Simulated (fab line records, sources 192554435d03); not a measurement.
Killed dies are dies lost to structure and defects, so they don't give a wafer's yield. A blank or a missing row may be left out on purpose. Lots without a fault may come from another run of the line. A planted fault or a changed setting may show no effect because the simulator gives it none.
Problem report in the 8D (eight disciplines) form, filled by code | flow n5_finfet | the parts of the form that need people (team, actions taken, sign-off) are left out

1. THE PROBLEM
spin_speed_rpm at N5_BEOL_M9_COAT_63 reads a mean of 1462.0 rpm on 6 wafers of 2 lots; wafers without a fault read 1500.1 rpm with a standard deviation of 0.93. That is -41 standard deviations from the usual mean.
The step: time 60 s, resist thk 60 nm.
First seen on wafer L225.2, day 12 22:07, on litho_track-01. The record holds 12 wafers of 4 lots with a number at this step. Rule for "out", or "out of limits": more than 4 standard deviations from the usual mean. The other wafers with a number count as sound.

2. WHAT IT IS AND WHAT IT IS NOT
question                    | is                     | is not
which readings at this step | spin_speed_rpm         | chill_plate_temp_C, dispense_pressure_kPa
which lots                  | L224, L225             | L212, L227
which wafers of those lots  | all that have a number | -
read on which tools         | litho_track-01         | litho_track-04
when                        | from day 12 22:07      | up to then (3 sound wafers); but 3 sound wafers of L227 came after

3. SUSPECTS, AND WHAT RULES EACH OUT
Counting: a tool at a process step up to the reading stays a suspect if it ran every lot that is out and no sound lot after the first of them.
- litho_track-01 at N5_BEOL_M9_COAT_63 (time 60 s, resist thk 60 nm): kept. It ran every lot that is out, first L225 (day 12 22:07), and no sound lot after that; its last sound lot up to then is L212 (day 10 05:19). Its own readings are out on those wafers: spin_speed_rpm.
Left after counting: litho_track-01 at N5_BEOL_M9_COAT_63.

4. THE CAUSE (what the simulator had put in)
Process parameter drift: litho_track-01, from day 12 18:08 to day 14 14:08, at N5_BEOL_M9_COAT_63. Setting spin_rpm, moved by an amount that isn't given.
Counting left only this tool.

5. THE CHAIN OF EFFECTS, in route order
Each row: a reading whose mean over the struck wafers that have a number lies more than 3 standard deviations from the usual. Only readings for which the record gives a usual standard deviation are gone through. hours: the time from each lot's start at the first step in this table that gives one to its start at this step, as a median over the lots. sigmas: the change in usual standard deviations.
hours | step               | reading        | usual      | on struck wafers | change | sigmas
0     | N5_BEOL_M9_COAT_63 | spin_speed_rpm | 1500.1 rpm | 1462.0           | -38.1  | -41
The process steps in it:
- N5_BEOL_M9_COAT_63: time 60 s, resist thk 60 nm.

6. WHAT WOULD HAVE CAUGHT IT SOONER
In this record the first reading out of limits was taken at day 12 22:07, 4 hours after the fault began at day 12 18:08.
